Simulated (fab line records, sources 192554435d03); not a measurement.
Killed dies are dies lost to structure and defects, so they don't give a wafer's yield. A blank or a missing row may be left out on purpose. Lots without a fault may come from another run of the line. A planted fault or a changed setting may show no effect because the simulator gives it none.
fab line records | flow n5_finfet
record lots=6 wafers=16 last_day=18
route steps=1938 shown BEOL_M14@1745
lots that met no fault: from a run of the same line without faults
start_h: hours from the record's first day to the start of the lot's first wafer shown | wait_h: hours since the lot's step before | " the same as in the row above | L1.1+2: a row that stands for several wafers | - no value, or no start given | * or withheld: withheld | < > ~ a bound
route shown NAME@n: a module of which the file shows steps, and the number in the route of the first | usual: mean/standard deviation of fault-free wafers | same: alike in all rows | chamber/n: place in a boat | sites: the reading at each site | _std_site: their standard deviation | _edge_site: outer sites' mean less inner sites' | radius_mm: how far each site lies from the wafer's centre | mask NAME#n: copy n | behind: the tool/chamber that last shaped the wafer | hold: why the lot was held/for how many hours/how that ended | device: the transistor (n, p or np) that didn't switch | end of line: the same wafers' tests at the end of the route | a step without rows: its recipe alone | killed: dies lost to structure and defects at the first sort, not the wafer's yield | map: a wafer's dies, x killed, . not, _ none there
set.NAME: the setting as run; set.NAME@STEP: as run at that earlier step | model.NAME: the simulator's own value behind a step, which no gauge read
lots at some steps of the route; a table a step, a row a wafer
services: from which hour (start_h, from the record's first day; less than 0 if before it) a tool's chamber was out of use, for how many hours, and why
## steps
# step N5_BEOL_M14_HARDBAKE_32
# recipe temp_c=130 time_s=120
# step N5_BEOL_M14_CD_MEAS_28
# recipe target_cd_nm=284.4 landing_energy_ev=500 detector=se_inlens
# usual cd_nm=284.9/1.3
# same landing_energy_ev=500
# columns lot.wafer tool chamber start_h wait_h cd_nm
L456.3 cd_sem-03 0 265.92 - 286.1
L456.5 " 0 " " 284.3
L456.6 " 0 " " 285.2
L461.2 cd_sem-03 0 288.77 - 282.9
L461.4 " 0 " " 282.9
L461.6 " 0 " " 282.4
L469.2 cd_sem-02 0 339.09 - 284.4
L469.3 " 0 " " 283.1
L470.1 cd_sem-03 0 350.93 - 283.6
L470.6 " 0 " " 285.2
L474.2 cd_sem-03 0 362.21 - 286.7
L474.5 " 0 " " 284.3
L474.6 " 0 " " 284.7
L478.1 cd_sem-01 0 400.65 - 287.3
L478.3 " 0 " " 285.5
L478.6 " 0 " " 287.5
# step N5_BEOL_M14_OVL_MEAS_29
# recipe points_per_wafer=44
# usual M14_OVL=-3/4.5
# columns lot.wafer tool chamber start_h wait_h M14_OVL[nm]
L456.3 overlay-01 0 265.94 0.0 -8
L456.5 " 0 " " -5
L456.6 " 0 " " -6
L461.2 overlay-02 0 288.80 0.0 -3
L461.4 " 0 " " 0
L461.6 " 0 " " -1
L469.2 overlay-02 0 339.12 0.0 1
L469.3 " 0 " " 4
L470.1 overlay-01 0 350.96 0.0 3
L470.6 " 0 " " 6
L474.2 overlay-02 0 362.24 0.0 -9
L474.5 " 0 " " 0
L474.6 " 0 " " -7
L478.1 overlay-02 0 400.71 0.1 -8
L478.3 " 0 " " -7
L478.6 " 0 " " -8
# step N5_BEOL_M14_INSPECT_30
# recipe mode=adi inspect_instrument=macro
# usual raw_defect_count=2.1/1.5
# columns lot.wafer tool chamber start_h wait_h raw_defect_count
L456.3 defect_inspect-02 - 265.97 0.0 0
L456.5 " - " " 2
L456.6 " - " " 4
L461.2 defect_inspect-01 - 288.82 0.0 3
L461.4 " - " " 2
L461.6 " - " " 3
L469.2 defect_inspect-01 - 339.14 0.0 2
L469.3 " - " " 2
L470.1 defect_inspect-01 - 350.98 0.0 2
L470.6 " - " " 2
L474.2 defect_inspect-02 - 362.26 0.0 0
L474.5 " - " " 4
L474.6 " - " " 5
L478.1 defect_inspect-02 - 400.73 0.0 1
L478.3 " - " " 2
L478.6 " - " " 1
# step N5_BEOL_M14_DESCUM_33
# recipe chemistry=O2 time_s=7.9 source_power_w=50 bias_power_w=20 pressure_mtorr=20 rf_frequency_hz=2.712e+07 temp_c=40 o2_flow_sccm=225
# step N5_BEOL_M14_ETCH_67
# recipe chemistry=CF4 target=SiARC target_depth_a=1430 time_s=238.3 ion_energy_ev=80 pressure_mtorr=40 source_w=545 bias_w=36 Ar_flow_sccm=100 cf4_flow_sccm=100 ends=cleared
# step N5_BEOL_M14_ETCH_68
# recipe chemistry=N2/H2 target=SOC mask_material=SiARC source_w=3000 bias_w=350 temp_c=40 time_s=450 ion_energy_ev=200 pressure_mtorr=30 n2_flow_sccm=200 h2_flow_sccm=200
# step N5_BEOL_M14_STRIP_69
# recipe chemistry=N2/H2 temp_c=40 n2_flow_sccm=200 h2_flow_sccm=200 rf_frequency_hz=6e+07
# step N5_BEOL_M14_TRENCH_ETCH_34
# recipe chemistry=C4F8/O2/Ar target=SiO2 target_depth_a=5566.5 mask_material=SOC he_inner_torr=15 he_outer_torr=30 time_s=126.9 ion_energy_ev=800 pressure_mtorr=20 source_w=1905 bias_w=2040 Ar_flow_sccm=400 C4F8_flow_sccm=16 O2_flow_sccm=12
# step N5_BEOL_M14_STRIP_70
# recipe chemistry=C4F8/O2/Ar resist=SiARC rf_frequency_hz=6e+07
# step N5_BEOL_M14_OCD_MEAS_35
# usual trench_depth_nm=555/7.7
# columns lot.wafer tool chamber start_h wait_h trench_depth_nm
L456.3 ocd-02 - 266.65 0.0 550
L456.5 " - " " 555
L456.6 " - " " 556
L461.2 ocd-01 - 289.47 0.0 563
L461.4 " - " " 563
L461.6 " - " " 576
L469.2 ocd-02 - 340.05 0.0 550
L469.3 " - " " 562
L470.1 ocd-02 - 351.64 0.0 552
L470.6 " - " " 554
L474.2 ocd-01 - 363.38 0.0 561
L474.5 " - " " 556
L474.6 " - " " 567
L478.1 ocd-01 - 401.41 0.0 547
L478.3 " - " " 559
L478.6 " - " " 553
# step N5_BEOL_M14_STRIP_37
# recipe chemistry=O2 power_w=600 temp_c=60 pressure_mtorr=30 rf_frequency_hz=6e+07 bias_power_w=0 overash_fraction=0.3 o2_flow_sccm=225
# usual drypump_motor_current_A=5.8/0.47 oes_product_au=0.79/0.064 rf_vpp_V=3.7/0.99 showerhead_plenum_p_Torr=2.08/0.071 throttle_valve_pct=16.63/0.21
# columns lot.wafer tool chamber start_h wait_h drypump_motor_current_A oes_product_au rf_hours_counter_h rf_vpp_V showerhead_plenum_p_Torr throttle_valve_pct
L456.3 rie_diel-05 1 267.75 1.1 5.9 0.84 78 5.2 2.04 16.70
L456.5 " 3 " " 6.6 0.74 - 3.3 2.08 16.72
L456.6 " 0 " " 6.1 0.83 - 3.3 2.04 16.69
L461.2 rie_diel-04 0 289.53 0.1 6.6 0.94 10 4.7 2.25 16.27
L461.4 " 2 " " 5.5 0.69 218 3.2 2.08 17.02
L461.6 " 3 " " 5.8 0.83 - 4.7 2.12 16.55
L469.2 rie_diel-05 2 340.17 0.1 5.1 0.82 68 3.0 2.04 16.46
L469.3 " 1 " " 5.9 0.80 106 4.3 2.03 16.72
L470.1 rie_diel-05 1 358.96 7.3 5.9 0.80 114 4.1 2.02 16.74
L470.6 " 3 " " 6.6 0.70 - 4.0 2.07 16.77
L474.2 rie_diel-04 0 365.20 1.8 6.7 0.89 35 3.0 2.24 16.28
L474.5 " 2 " " 5.5 0.67 - 3.1 2.07 17.06
L474.6 " 3 " " 5.9 0.80 - 3.1 2.11 16.59
L478.1 rie_diel-04 3 403.25 1.8 5.8 0.78 104 1.7 2.11 16.62
L478.3 " 1 " " 5.3 0.74 152 2.1 2.19 16.89
L478.6 " 0 " " 6.6 0.84 - 2.5 2.23 16.31
# step N5_BEOL_M14_ETCH_38
# recipe chemistry=CF4/N2 target=SiCN target_depth_a=1065 taper_deg=2 time_s=120.6 ion_energy_ev=150 mask_material=SiO2 pressure_mtorr=40 source_w=430 bias_w=70 Ar_flow_sccm=100 cf4_flow_sccm=60 n2_flow_sccm=60
# usual drypump_motor_current_A=5.8/0.47 oes_product_au=0.79/0.064 rf_fwd_power_W=428.5/1.4 rf_vpp_V=381.8/1.9 showerhead_plenum_p_Torr=2.19/0.069 throttle_valve_pct=15.41/0.23
# columns lot.wafer tool chamber start_h wait_h drypump_motor_current_A oes_product_au rf_fwd_power_W rf_hours_counter_h rf_vpp_V showerhead_plenum_p_Torr throttle_valve_pct model.etch.depth_nm model.SiO2_of_BEOL_M14_ILD_DEP_00.thk_nm
L456.3 rie_diel-05 1 267.79 - 5.9 0.84 427.1 78 380.1 2.14 15.41 96.57 1055
L456.5 " 3 " " 6.7 0.73 427.9 - 383.3 2.21 15.61 95.34 1068
L456.6 " 0 " " 6.1 0.86 427.7 - 381.1 2.16 15.49 98.42 1082
L461.2 rie_diel-04 0 289.57 - 6.6 0.94 428.2 10 387.9 2.34 14.95 99.38 1036
L461.4 " 2 " " 5.5 0.69 428.1 218 382.5 2.20 15.82 95.85 1063
L461.6 " 3 " " 5.8 0.83 429.5 - 384.7 2.23 15.30 97.37 1056
L469.2 rie_diel-05 2 340.21 - 5.1 1.18 428.2 68 380.4 2.15 15.20 160.6 1017
L469.3 " 1 " " 5.9 0.80 426.8 107 379.9 2.13 15.49 94.89 1070
L470.1 rie_diel-05 1 359.00 - 5.9 1.14 428.4 114 382.0 2.13 15.53 162.7 982
L470.6 " 3 " " 6.6 0.70 431.2 - 383.2 2.20 15.66 94.11 1059
L474.2 rie_diel-04 0 365.24 - 6.6 0.88 429.1 35 383.7 2.34 14.99 98.01 1060
L474.5 " 2 " " 5.5 0.67 428.1 - 381.6 2.19 15.91 94.73 1084
L474.6 " 3 " " 5.8 0.79 429.6 - 383.7 2.22 15.36 95.45 1063
L478.1 rie_diel-04 3 403.29 - 5.9 0.78 430.7 104 382.5 2.22 15.38 97.46 1053
L478.3 " 1 " " 5.3 0.74 429.1 152 383.6 2.29 15.61 95.84 1044
L478.6 " 0 " " 6.7 0.87 428.5 - 385.9 2.33 15.02 99.11 1072
# step N5_BEOL_M14_PRECLEAN_39
# recipe chemistry=residue_remover time_s=60 temp_c=40
# step N5_BEOL_M14_SRD_40
# recipe time_s=30 temp_c=23 rinse_liquid=diw dry=n2_spin spin_rpm=1500 dry_time_s=30
# step N5_BEOL_M14_DEGAS_41
# recipe ambient=vacuum temp_c=300 time_s=60
# usual heater_power_w=481/32
# columns lot.wafer tool chamber start_h wait_h heater_power_w
L456.3 pvd_sputter-02 - 268.51 0.5 525
L456.5 " - " " 436
L456.6 " - " " 527
L461.2 pvd_sputter-01 - 290.10 0.3 457
L461.4 " - " " 438
L461.6 " - " " 442
L469.2 pvd_sputter-02 - 340.51 0.1 470
L469.3 " - " " 505
L470.1 pvd_sputter-02 - 359.45 0.3 505
L470.6 " - " " 449
L474.2 pvd_sputter-03 - 365.72 0.3 430
L474.5 " - " " 435
L474.6 " - " " 507
L478.1 pvd_sputter-01 - 403.81 0.3 478
L478.3 " - " " 431
L478.6 " - " " 482
# step N5_BEOL_M14_PRE_CLEAN_42
# recipe gas=H2/He time_s=30 temp_c=300
# usual heater_power_w=481/31
# columns lot.wafer tool chamber start_h wait_h heater_power_w
L456.3 pvd_sputter-02 - 268.55 0.0 527
L456.5 " - " " 447
L456.6 " - " " 542
L461.2 pvd_sputter-01 - 290.14 0.0 450
L461.4 " - " " 430
L461.6 " - " " 460
L469.2 pvd_sputter-02 - 340.55 0.0 479
L469.3 " - " " 498
L470.1 pvd_sputter-02 - 359.49 0.0 494
L470.6 " - " " 446
L474.2 pvd_sputter-03 - 365.76 0.0 434
L474.5 " - " " 454
L474.6 " - " " 507
L478.1 pvd_sputter-01 - 403.85 0.0 470
L478.3 " - " " 443
L478.6 " - " " 472
# step N5_BEOL_M14_SPUTTER_43
# recipe material=TaN target_thk_a=150 temp_c=50 bias_v=168.6 power_w=15000 chamber_pressure_pa=0.12 time_s=24.19
# usual throttle_valve_pct=30.2/1.4
# columns lot.wafer tool chamber start_h wait_h throttle_valve_pct
L456.3 pvd_sputter-02 - 268.59 0.0 32.7
L456.5 " - " " 30.8
L456.6 " - " " 32.5
L461.2 pvd_sputter-01 - 290.18 0.0 29.0
L461.4 " - " " 30.2
L461.6 " - " " 29.0
L469.2 pvd_sputter-02 - 340.59 0.0 28.7
L469.3 " - " " 28.3
L470.1 pvd_sputter-02 - 359.53 0.0 28.1
L470.6 " - " " 31.1
L474.2 pvd_sputter-03 - 365.80 0.0 30.4
L474.5 " - " " 30.4
L474.6 " - " " 29.1
L478.1 pvd_sputter-01 - 403.89 0.0 30.1
L478.3 " - " " 30.5
L478.6 " - " " 29.9
# step N5_BEOL_M14_SPUTTER_44
# recipe material=Ta target_thk_a=150 temp_c=50 bias_v=80 power_w=15000 chamber_pressure_pa=0.07 time_s=24.19
# step N5_BEOL_M14_SPUTTER_45
# recipe material=Cu target_thk_a=1000 temp_c=-20 bias_v=60 power_w=26000 chamber_pressure_pa=0.13 time_s=16.67
# step N5_BEOL_M14_ECD_47
# recipe material=Cu target_thk_a=12480
# step N5_BEOL_M14_ANNEAL_48
# recipe temp_c=225 time_s=90 ambient=N2
# usual wafer_temp_C_max=226.2/0.39
# columns lot.wafer tool chamber start_h wait_h wafer_temp_C_max
L456.3 rtp_anneal-02 0 269.14 0.2 226.9
L456.5 " 0 " " 226.5
L456.6 " 0 " " 226.3
L461.2 rtp_anneal-02 0 290.80 0.3 226.4
L461.4 " 0 " " 226.2
L461.6 " 0 " " 226.9
L469.2 rtp_anneal-02 0 341.12 0.2 226.6
L469.3 " 0 " " 226.2
L470.1 rtp_anneal-02 0 360.00 0.1 226.2
L470.6 " 0 " " 226.1
L474.2 rtp_anneal-01 0 366.31 0.2 225.7
L474.5 " 0 " " 225.5
L474.6 " 0 " " 225.7
L478.1 rtp_anneal-02 0 404.36 0.1 226.5
L478.3 " 0 " " 226.7
L478.6 " 0 " " 226.4
# step N5_BEOL_M14_CMP_49
# recipe stop_on=SiO2 t_overpolish_s=5.2 down_force_psi=2 platen_rpm=80 clearing_platen_down_force_psi=2 clearing_platen_rpm=80 post_cmp_clean=cu_alkaline target_thk_nm=560 clearing_platen_pad_velocity_m_s=1.5917 pad_velocity_m_s=1.5917
# usual barrier_field_endpoint_s=11.52/0.25 motor_current_A=8.0/0.55 overpolish_run_s=5.200/0.009 platen_rpm=79.99/0.056 slurry_filter_dp_kPa=13.50/0.14 time_to_endpoint_s=124/3.6
# same t_overpolish_s=5.2
# columns lot.wafer tool chamber start_h wait_h barrier_field_endpoint_s motor_current_A overpolish_run_s platen_rpm slurry_filter_dp_kPa time_to_endpoint_s model.SiO2_of_BEOL_M14_ILD_DEP_00.thk_nm
L456.3 cmp-04 1 269.47 0.3 11.65 8.3 5.217 79.93 13.31 125 1040
L456.6 " 2 " " 11.83 7.7 5.203 79.94 13.56 128 1067
L456.5 " 3 " " 11.97 7.6 5.187 80.04 13.46 129 1053
L461.4 cmp-02 2 291.09 0.2 11.21 9.0 5.198 79.98 13.76 126 1048
L461.2 " 3 " " 11.10 8.2 5.191 80.08 13.19 122 1021
L461.6 " 2 " " 11.17 7.9 5.190 79.90 13.38 123 1041
L469.3 cmp-02 1 341.55 0.3 11.62 9.2 5.205 79.95 13.38 126 1055
L469.2 " 2 " " 11.79 8.2 5.200 80.01 13.54 125 1002
L470.1 cmp-04 3 360.34 0.3 11.94 7.8 5.207 79.96 13.26 129 967
L470.6 " 3 " " 11.90 7.8 5.215 80.02 13.63 126 1044
L474.2 cmp-04 2 366.68 0.3 11.55 7.8 5.198 79.93 13.45 124 1045
L474.5 " 3 " " 11.29 7.7 5.211 80.06 13.40 124 1069
L474.6 " 0 " " 11.25 7.1 5.206 80.01 13.45 120 1048
L478.3 cmp-04 1 404.66 0.2 11.17 8.2 5.205 79.96 13.64 123 1029
L478.1 " 2 " " 11.60 7.6 5.204 80.02 13.42 128 1038
L478.6 " 1 " " 11.21 8.2 5.196 80.04 13.58 119 1057
# step N5_BEOL_M14_THK_MEAS_50
# recipe thk_meas_gauge=xrf reads=Cu_of_BEOL_M14_ECD_47
# usual M14_THK=547/10
# columns lot.wafer tool chamber start_h wait_h M14_THK[nm]
L456.3 film_metro-01 - 269.65 - 543
L456.5 " - " " 549
L456.6 " - " " 551
L461.2 film_metro-01 - 291.35 - 559
L461.4 " - " " 560
L461.6 " - " " 572
L469.2 film_metro-01 - 341.77 - 546
L469.3 " - " " 557
L470.1 film_metro-02 - 360.61 0.2 532
L470.6 " - " " 539
L474.2 film_metro-01 - 366.86 - 564
L474.5 " - " " 560
L474.6 " - " " 569
L478.1 film_metro-02 - 404.95 - 530
L478.3 " - " " 543
L478.6 " - " " 538
## services
# columns tool chamber start_h hours kind
rie_diel-04 0 247.04 - clean
rie_diel-04 0 247.04 - consumable_replace:focus_ring
rie_diel-04 0 247.04 - consumable_replace:showerhead
rie_diel-04 0 247.04 19.1 scheduled_down
rie_diel-04 0 247.04 19.1 vent_cycle
rie_diel-05 - 270.27 0.2 repair
cmp-02 - 272.53 9.4 pm
cmp-04 - 275.63 4.0 pm
pvd_sputter-02 - 281.56 1.6 repair
cmp-04 - 286.66 4.5 repair
cmp-02 - 293.32 24.6 pm
rie_diel-04 3 294.87 1.6 repair
rie_diel-04 0 297.11 5.5 repair
cmp-02 - 324.02 1.0 repair
cmp-02 - 329.46 0.5 repair
cmp-04 - 335.96 8.2 pm
cmp-02 - 356.87 7.2 pm
cmp-02 - 371.87 0.8 repair
rie_diel-04 2 385.02 - clean
rie_diel-04 2 385.02 - consumable_replace:focus_ring
rie_diel-04 2 385.02 27.7 scheduled_down
cmp-04 - 386.04 0.3 repair
rtp_anneal-02 - 387.59 4.0 pm
cmp-02 - 400.13 4.0 pm
## key
first_sign step=N5_BEOL_M14_ETCH_38 reading=oes_product_au direction=up sigmas=5.7 usual=0.79 struck=1.16
effect none on later readings
model_effect step=N5_BEOL_M14_ETCH_38 value=etch.depth_nm without=95.25 struck=161.6
model_effect step=N5_BEOL_M14_CMP_49 value=SiO2_of_BEOL_M14_ILD_DEP_00.thk_nm without=1029 struck=984.7
met_at N5_BEOL_M14_ETCH_38
struck_wafers L469.2,L470.1
onset_between 267.79 340.21
fault kind=process_parameter_drift tool=rie_diel-05 chamber=- onset_h=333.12 steps=N5_BEOL_M14_ETCH_38 channel=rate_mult offset=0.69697 shape=step end_h=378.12 scope=struck_wafers_only
